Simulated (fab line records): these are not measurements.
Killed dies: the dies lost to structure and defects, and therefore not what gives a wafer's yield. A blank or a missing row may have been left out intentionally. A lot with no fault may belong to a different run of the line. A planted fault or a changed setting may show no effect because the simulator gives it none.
Split-lot trial | flow n5 finfet | route with 1938 steps; 7 lots, 21 wafers read

THE SPLIT ITSELF
At N5_BEOL_M5_ETCH_62 (etches SOC in N2/H2, target depth 75 nm, overetch 15 nm, time 112.5 s), the setting source w was moved away from the recipe's 840 W on 9 of the 21 wafers read, by -11.1% to +12.7%. All remaining wafers had this setting at the recipe value.

The reading is taken at the split's own step.

THE READING
rf vpp V, in V, at N5_BEOL_M5_ETCH_62 (etches SOC in N2/H2, target depth 75 nm, overetch 15 nm, time 112.5 s). On this fab line, fault-free wafers typically give 524.6 V with a standard deviation of 2.7 V.

wafer  | tool, chamber at the split | source w as run, W | against the recipe | rf vpp V, V | against lot-mates on the recipe
L076.1 | rie diel-02, 3             | 752.1              | -10.5%             | 545.7       | +22.1
L076.2 | rie diel-02, 1             | 840                | recipe             | 523.6       | -
L076.6 | rie diel-02, 0             | 752.1              | -10.5%             | 539.9       | +16.3
L080.1 | rie diel-04, 3             | 840                | recipe             | 524.1       | -
L080.2 | rie diel-04, 0             | 840                | recipe             | 519.2       | -
L080.5 | rie diel-04, 3             | 785.2              | -6.5%              | 535.5       | +13.8
L074.4 | rie diel-06, 0             | 946.5              | +12.7%             | 505.8       | -16.7
L074.5 | rie diel-06, 2             | 946.5              | +12.7%             | 505.0       | -17.5
L074.6 | rie diel-06, 3             | 840                | recipe             | 522.5       | -
L084.2 | rie diel-04, 1             | 840                | recipe             | 521.5       | -
L084.3 | rie diel-04, 3             | 840                | recipe             | 524.9       | -
L084.6 | rie diel-04, 1             | 840                | recipe             | 522.3       | -
L088.1 | rie diel-06, 0             | 801.2              | -4.6%              | 532.1       | no lot-mate on the recipe
L088.2 | rie diel-06, 2             | 801.2              | -4.6%              | 533.8       | no lot-mate on the recipe
L088.5 | rie diel-06, 0             | 801.2              | -4.6%              | 533.4       | no lot-mate on the recipe
L093.1 | rie diel-04, 1             | 840                | recipe             | 522.1       | -
L093.3 | rie diel-04, 2             | 840                | recipe             | 525.9       | -
L093.6 | rie diel-04, 2             | 840                | recipe             | 525.7       | -
L097.1 | rie diel-02, 1             | 840                | recipe             | 524.9       | -
L097.2 | rie diel-02, 3             | 840                | recipe             | 525.3       | -
L097.6 | rie diel-02, 0             | 746.9              | -11.1%             | 549.5       | +24.4

THE FIT
A straight line over all 21 wafers: rf vpp V changes by -1.73 V for each +1% of source w; r = -0.97; the points scatter about the line by 2.6 V.
The same after taking each lot's own level away (the mean of its wafers on the recipe; 18 wafers): -1.67 V for each +1%; r = -0.97; scatter 2.5 V.
On that fit, the largest move of source w shifts the reading by 21 V.
The span of the lots' own levels, 521.65 to 525.10 V, comes to 1.3 times the standard deviation stated above.
So the lot-to-lot level changes the slope little: the two slopes agree.
Check: for one of the wafers moved furthest among these (+12.7%), held out of the fit, the line's prediction against its lot-mates is -21.6 V. Against them it came out at -16.7 V.
Tool readings at the split's step, against how far the setting was moved: rf vpp V r = -0.97.

FURTHER SPLITS ON THESE WAFERS
These wafers also went through other splits before the reading. Each is held against what the fit with the lots' levels taken away leaves over:
other split on the same wafers | wafers away from the commonest value | r with rf vpp V (lot level and that fit taken away)
N5_BEOL_M2_COAT_22 spin rpm    | 8                                    | -0.13
N5_BEOL_M2_DESCUM_33 time s    | 4                                    | -0.23

THE FILE'S OWN FIT
rf vpp V changes by -1.78 V for each +1% of source w, r = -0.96.
